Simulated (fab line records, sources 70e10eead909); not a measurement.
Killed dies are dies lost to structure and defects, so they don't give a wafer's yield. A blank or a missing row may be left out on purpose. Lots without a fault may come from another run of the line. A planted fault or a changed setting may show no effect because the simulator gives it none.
Chamber matching | flow nand_harc | NHARC_P_ZERO_WELL_ETCH_63 on rie_si-02: 4 sister chambers
The step etches the open film in HBr/Cl2, target depth 120 nm, time 40.1 s. 4 wafers are shown with their chamber, then 11 later ones without.

WAFERS WITH THEIR CHAMBER
wafer  | chamber | drypump_motor_current_A (A)
L080.2 | 1       | 6.6
L082.2 | 0       | 5.5
L082.3 | 3       | 5.3
L084.1 | 2       | 6.0

WAFERS WITHOUT THEIR CHAMBER
wafer  | drypump_motor_current_A (A)
L084.2 | 5.5
L084.4 | 5.3
L087.1 | 6.6
L087.3 | 6.0
L087.5 | 5.4
L089.2 | 5.4
L089.4 | 6.0
L089.5 | 6.0
L094.2 | 5.5
L094.4 | 6.6
L094.6 | 6.6

WHICH CHAMBER EACH WENT THROUGH
wafer  | from the rows above     | in truth
L084.2 | 0                       | 0
L084.4 | 3                       | 3
L087.1 | 1                       | 1
L087.3 | 2                       | 2
L087.5 | can't be placed: 0 or 3 | 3
L089.2 | can't be placed: 0 or 3 | 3
L089.4 | 2                       | 2
L089.5 | 2                       | 2
L094.2 | 0                       | 0
L094.4 | 1                       | 1
L094.6 | 1                       | 1
Placed correctly: 9 of 11. Can't be placed from these rows: 2 (the true chamber is among the candidates in 2). Placed wrongly: 0.
How it was worked out, from the rows above alone: a wafer's distance from a chamber is the root of the sum, over the readings, of the square of ((its reading less the chamber's mean) divided by the reading's scatter). The wafer belongs to the nearest chamber; if the next one is less than 2 further off, it can't be placed. A chamber's mean is the mean of its shown wafers. The scatter: with one shown wafer a chamber, the root of the mean of the squares of how far each hidden wafer lies from its nearest shown one.
